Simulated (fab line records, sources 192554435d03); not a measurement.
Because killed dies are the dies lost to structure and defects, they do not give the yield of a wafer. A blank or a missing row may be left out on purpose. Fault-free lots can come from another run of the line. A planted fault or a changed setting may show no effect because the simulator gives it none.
Split-lot trial | flow n5-finfet | on a route of 1938 steps: 7 lots, 39 wafers read

THE SPLIT
At N5_FIN_SAQP_HM_DEP_03 (deposits SiNx from SiH4/NH3/N2, target thk 38 nm, time 33.6 s), the setting time-s was moved away from the recipe's 33.6 s on 15 of the 39 wafers read, by -14.7% to +9.4%. All remaining wafers had this setting at the recipe value.

FROM THE SPLIT TO THE READING: what the file shows between them, 9 steps
- N5_FIN_SAQP_THK_MEAS_05
- N5_FIN_SAQP_PECVD_47: deposits a-Si from SiH4/He, target thk 45 nm, time 36.3 s
- N5_FIN_SAQP_PECVD_48: deposits SiNx from SiH4/NH3/N2, target thk 25 nm, time 22.1 s
- N5_FIN_SAQP_ETCH_57: etches SiNx in CH3F/O2, target depth 32.5 nm, time 46.4 s
- N5_FIN_SAQP_ETCH_65: etches SiO2 in CF4, target depth 4 nm, time 4.4 s
- N5_FIN_SAQP_MANDREL_ETCH_58: etches a-Si in HBr/Cl2, stops on SiNx, target depth 45 nm, bt time 10 s, time 27 s
- N5_FIN_SAQP_RECESS_63: chemistry HF/NH3, target SiO2, target depth 18 nm, afs cycles 3, sublimation time 60 s
- N5_FIN_SAQP_COAT_68: time 60 s, resist thk 100 nm
- N5_FIN_SAQP_MANDREL2_REMOVE_60: chemistry HBr/Cl2/O2, target a-Si, stops on SiNx, bt time 10 s

THE READING
etch.depth-nm (the simulator's own value, which no gauge read), in nm, at N5_FIN_SAQP_HM_OPEN_33 (chemistry CH3F/O2, target SiNx, target depth 49.4 nm, time 70.6 s). No usual value for it is given in the file. Across the 24 wafers here that went through the recipe, the average is 37.24 nm and the standard deviation 0.81 nm.

wafer  | tool, chamber at the split | time-s as run, s | against the recipe | etch.depth-nm, nm | against lot-mates on the recipe
L077.1 | pecvd-02, 1                | 28.67            | -14.7%             | 30.8              | -6.70
L077.2 | pecvd-02, 0                | 33.6             | recipe             | 37.13             | -
L077.3 | pecvd-02, 1                | 28.67            | -14.7%             | 31.13             | -6.37
L077.4 | pecvd-02, 0                | 33.6             | recipe             | 37.62             | -
L077.5 | pecvd-02, 1                | 28.67            | -14.7%             | 31.3              | -6.20
L077.6 | pecvd-02, 0                | 33.6             | recipe             | 37.75             | -
L082.1 | pecvd-01, 0                | 33.6             | recipe             | 35.52             | -
L082.2 | pecvd-01, 1                | 33.6             | recipe             | 36.1              | -
L082.3 | pecvd-01, 2                | 29.59            | -11.9%             | 32.22             | -3.59
L082.4 | pecvd-01, 2                | 29.59            | -11.9%             | 32.55             | -3.26
L082.5 | pecvd-01, 1                | 29.59            | -11.9%             | 32.75             | -3.06
L082.6 | pecvd-01, 0                | 33.6             | recipe             | 35.82             | -
L087.1 | pecvd-02, 0                | 36.75            | +9.4%              | 41.29             | +3.49
L087.2 | pecvd-02, 1                | 36.75            | +9.4%              | 40.05             | +2.25
L087.3 | pecvd-02, 1                | 33.6             | recipe             | 37.24             | -
L087.4 | pecvd-02, 0                | 33.6             | recipe             | 37.75             | -
L087.5 | pecvd-02, 1                | 36.75            | +9.4%              | 41.22             | +3.42
L087.6 | pecvd-02, 0                | 33.6             | recipe             | 38.42             | -
L089.1 | pecvd-01, 2                | 33.6             | recipe             | 36.7              | -
L089.2 | pecvd-01, 0                | 35.22            | +4.8%              | 38.38             | +1.35
L089.3 | pecvd-01, 1                | 35.22            | +4.8%              | 38.38             | +1.35
L089.4 | pecvd-01, 1                | 35.22            | +4.8%              | 38.89             | +1.86
L089.5 | pecvd-01, 2                | 33.6             | recipe             | 37.32             | -
L089.6 | pecvd-01, 0                | 33.6             | recipe             | 37.06             | -
L090.1 | pecvd-01, 0                | 31.75            | -5.5%              | 34.22             | -2.47
L090.2 | pecvd-01, 1                | 31.75            | -5.5%              | 34.36             | -2.33
L090.3 | pecvd-01, 2                | 33.6             | recipe             | 36.42             | -
L090.4 | pecvd-01, 0                | 33.6             | recipe             | 36.9              | -
L090.5 | pecvd-01, 1                | 33.6             | recipe             | 36.76             | -
L090.6 | pecvd-01, 2                | 31.75            | -5.5%              | 34.76             | -1.93
L094.1 | pecvd-04, 1                | 33.6             | recipe             | 38.17             | -
L094.2 | pecvd-04, 2                | 33.6             | recipe             | 37.34             | -
L094.3 | pecvd-04, 0                | 33.6             | recipe             | 38.06             | -
L094.4 | pecvd-04, 1,0              | 33.6             | recipe             | 38.24             | -
L094.5 | pecvd-04, 1,0              | 33.6             | recipe             | 38.38             | -
L094.6 | pecvd-04, 2                | 33.6             | recipe             | 37.63             | -
L097.1 | pecvd-02, 0                | 33.6             | recipe             | 36.88             | -
L097.3 | pecvd-02, 1                | 33.6             | recipe             | 36.26             | -
L097.6 | pecvd-02, 2                | 33.6             | recipe             | 38.31             | -
When a row names more than one chamber, that row covers several wafers, and the file does not tell which wafer ran in which chamber.

THE FIT
A straight line over all 39 wafers: etch.depth-nm changes by +0.401 nm for each +1% of time-s; r = +0.96; the points scatter about the line by 0.72 nm.
The same after taking each lot's own level away (the mean of its wafers on the recipe; 39 wafers): +0.362 nm for each +1%; r = +0.97; scatter 0.6 nm.
The reading moves by 5.3 nm for the largest change in time-s, on that fit.
Across the lots, their own levels run from 35.813 to 37.970 nm, a range of 2.6 times the standard deviation given above.
Thus the slope moves with the lot-to-lot level: the two fits are different.
Check: -5.15 nm against its lot-mates is what the line predicts for one of the wafers moved furthest among these (-14.7%) when that wafer is left out of the fit. It came out at -6.7 nm against them.

THE OTHER SPLITS THESE WAFERS WENT THROUGH
Note: prior to the reading, these wafers also went through further splits. Each is held against what the fit with the lots' levels taken away leaves over:
other split on the same wafers  | wafers away from the commonest value | r with etch.depth-nm (lot level and that fit taken away)
N5_WELL_APT_EPI_41 target-thk-a | 15                                   | -0.21

THE WHOLE CHAIN: every reading that the file lists as answering this split, in the file's order
step                        | what it does                                                                       | reading                                                                            | change (the file's fit)               | r (the file's)
N5_FIN_SAQP_HM_DEP_03       | deposits SiNx from SiH4/NH3/N2, target thk 38 nm, time 33.6 s                      | SiNx_of_FIN_SAQP_HM_DEP_03.thk-nm (the simulator's own value, which no gauge read) | +0.367 nm for each +1% of the setting | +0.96
N5_FIN_SAQP_THK_MEAS_05     |                                                                                    | thk-nm                                                                             | withheld for each +1% of the setting  | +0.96
N5_FIN_SAQP_MANDREL_ETCH_58 | etches a-Si in HBr/Cl2, stops on SiNx, target depth 45 nm, bt time 10 s, time 27 s | SiNx_of_FIN_SAQP_HM_DEP_03.thk-nm (the simulator's own value, which no gauge read) | +0.364 nm for each +1% of the setting | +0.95
N5_FIN_SAQP_HM_OPEN_33      | chemistry CH3F/O2, target SiNx, target depth 49.4 nm, time 70.6 s                  | etch-rf-on-time-s                                                                  | withheld for each +1% of the setting  | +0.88
N5_FIN_SAQP_HM_OPEN_33      | chemistry CH3F/O2, target SiNx, target depth 49.4 nm, time 70.6 s                  | etch.depth-nm (the simulator's own value, which no gauge read)                     | +0.365 nm for each +1% of the setting | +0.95

THE FILE'S OWN FIT
etch.depth-nm changes by +0.365 nm for each +1% of time-s, r = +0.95.
